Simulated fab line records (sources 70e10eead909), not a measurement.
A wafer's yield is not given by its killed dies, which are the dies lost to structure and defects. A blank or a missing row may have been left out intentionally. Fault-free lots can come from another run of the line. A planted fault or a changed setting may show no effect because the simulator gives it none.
Comparing a struck lot with a sound one	flow nand harc	41 out of 1159 route steps
Sound: the wafers L350.2, L350.3, L350.6. Struck: wafers L364.1, L364.6 (left out: L364.2, a lot-mate that was not struck); the cause follows at the end.
Each step with rows lists, per side, the tool, then ch with its chambers, then its first start. Under that, the readings that differ: sound wafers	struck wafers	difference of the means	sigmas: that difference in standard deviations of wafers without a fault.
alike: readings whose means differ by less than 2 such deviations, and words and numbers that are the same on both sides. not compared: withheld readings, readings that some wafer has no value for, bounds like >300 that may hide the same value, and numbers for which the record gives no deviation and whose values overlap.
A row with sigmas, a row that says differs or no value, or rows on one side alone: a step with any of these is where the two part. Numbers that don't overlap but have no deviation are shown without sigmas and don't part them. A reading missing from all wafers of one side parts the sides only when that side holds two or more wafers.

first, 7 steps without rows for these wafers: NHARC_A_M1_COAT_34 (time 65 s); NHARC_A_M1_COAT_03 (resist thk 90 nm); NHARC_A_M1_SOFTBAKE_04 (time 55 s); NHARC_A_M1_EBR_05; NHARC_A_M1_EXPOSE_06 (exposes mask A M1, target cd 120 nm); NHARC_A_M1_PEB_07 (peb time 65 s); NHARC_A_M1_DEVELOP_08 (develop time 35 s).
NHARC_A_M1_CD_MEAS_09: the cd target is 120 nm.
  sound on cd sem-01 ch 0, day 17 14:29; struck on cd sem-03 ch 0, day 21 22:20
reading	sound	struck	difference	sigmas
cd nm (nm)	120.4 121.2 121.0	119.4 119.6	-1.4	-2
NHARC_A_M1_OVL_MEAS_10: pitch 240 nm.
  sound on overlay-02, day 17 14:35; struck on overlay-01, day 21 22:26
  alike: overlay x nm, overlay y nm
NHARC_A_M1_INSPECT_11:
  sound on defect inspect-01, day 17 14:37; struck on defect inspect-02, day 21 22:28
  alike: raw defect count
then, 2 steps without rows for these wafers: NHARC_A_M1_DESCUM_14 (chemistry O2, time 3 s); NHARC_A_M1_ETCH_35 (etches the open film in N2/H2, target depth 40 nm, overetch 12 nm, time 43.94 s).
NHARC_A_M1_ETCH_15: etches the open film in C4F8/Ar, target depth 182.5 nm, time 91.2 s.
  sound on rie diel-02 ch 0,2,3, day 17 14:52; struck on rie diel-02 ch 1, day 21 22:43
  alike: oes product au, rf vpp V
  not compared: rf hours counter h
NHARC_A_M1_CD_MEAS_16:
  sound on cd sem-01, day 17 14:59; struck on cd sem-03, day 21 22:50
  alike: cd nm
NHARC_A_M1_STRIP_18: strips in N2/H2.
  sound on rie diel-11 ch 0,2, day 17 15:05; struck on rie diel-03 ch 1,2, day 21 22:56
  alike: drypump motor current A, oes product au, rf vpp V, showerhead plenum p Torr, throttle valve pct
  not compared: rf hours counter h
NHARC_A_M1_ETCH_28: etches the open film in CF4/N2, target depth 30 nm, time 72.99 s.
  sound on rie diel-11 ch 1,2,3; struck on rie diel-03 ch 2,3
  alike: drypump motor current A, oes product au, rf vpp V, showerhead plenum p Torr, throttle valve pct
  not compared: rf hours counter h
then, 6 steps without rows for these wafers: NHARC_A_M1_STRIP_19 (strips in post etch residue remover, time 600 s); NHARC_A_M1_DEGAS_29 (time 60 s); NHARC_A_M1_PRE_CLEAN_30 (time 30 s); NHARC_A_M1_PVD_20 (deposits TaN, target thk 5 nm, time 8.06 s); NHARC_A_M1_PVD_21 (deposits Cu, target thk 30 nm, time 20.49 s); NHARC_A_M1_ECD_22 (material Cu, target thk 400 nm).
NHARC_A_M1_ANNEAL_31: time 90 s.
  sound on rtp anneal-01 ch 0, day 17 16:29; struck on rtp anneal-02 ch 0, day 22 00:17
reading	sound	struck	difference	sigmas
wafer_temp_C_max	226.5 226.2 226.7	225.6 225.1	-1.1	-2
NHARC_A_M1_CMP_23: polishes, t overpolish 20 s, target thk 154.34 nm.
  sound on cmp-02 ch 0,2,3, day 17 16:50; struck on cmp-04 ch 3, day 22 00:40
reading	sound	struck	difference	sigmas
time to endpoint s (s)	30.7 31.3 32.4	24.5 25.0	-6.7	-3
  alike: motor current A
NHARC_A_M1_THK_MEAS_24: measures by xrf.
  sound on film metro-01, day 17 17:06; struck on film metro-01, day 22 00:56
  alike: thk nm
then, 2 steps without rows for these wafers: NHARC_A_M1_SRD_25; NHARC_A_M1_PRE_CLEAN_32 (time 12 s).
NHARC_A_M1_DEP_33: deposits SiCN, target thk 30 nm.
  sound on pecvd-02 ch 0,1,2, day 17 17:24; struck on pecvd-02 ch 2, day 22 01:15
  alike: heater power w, showerhead vpp V
then, 2 steps without rows for these wafers: NHARC_A_BONDPAD_DEP_00 (deposits SiCN, target thk 250 nm); NHARC_A_BONDPAD_CMP_29 (polishes SiCN, target thk 200 nm).
NHARC_A_BONDPAD_THK_MEAS_30: measures by ellipsometry.
  sound on film metro-01, day 17 18:42; struck on film metro-01, day 22 02:38
  alike: thk nm
then, 9 steps without rows for these wafers: NHARC_A_BONDPAD_SRD_31; NHARC_A_BONDPAD_DEHYDRATE_01 (time 120 s); NHARC_A_BONDPAD_HMDS_02 (time 30 s); NHARC_A_BONDPAD_COAT_33 (time 65 s); NHARC_A_BONDPAD_COAT_03 (resist thk 600 nm); NHARC_A_BONDPAD_SOFTBAKE_04 (time 70 s); NHARC_A_BONDPAD_EBR_05; NHARC_A_BONDPAD_EXPOSE_06 (exposes mask A BPAD); NHARC_A_BONDPAD_PEB_07 (peb time 80 s).
NHARC_END_SORT_01:
  only the struck wafers appear in the record here, on prober-01 ch 0 at day 23 06:26; the sound ones have no rows

WHERE THEY PART
Last at NHARC_END_SORT_01 as far as this record goes, first at NHARC_A_M1_CD_MEAS_09.

WHY: what the simulator had put in
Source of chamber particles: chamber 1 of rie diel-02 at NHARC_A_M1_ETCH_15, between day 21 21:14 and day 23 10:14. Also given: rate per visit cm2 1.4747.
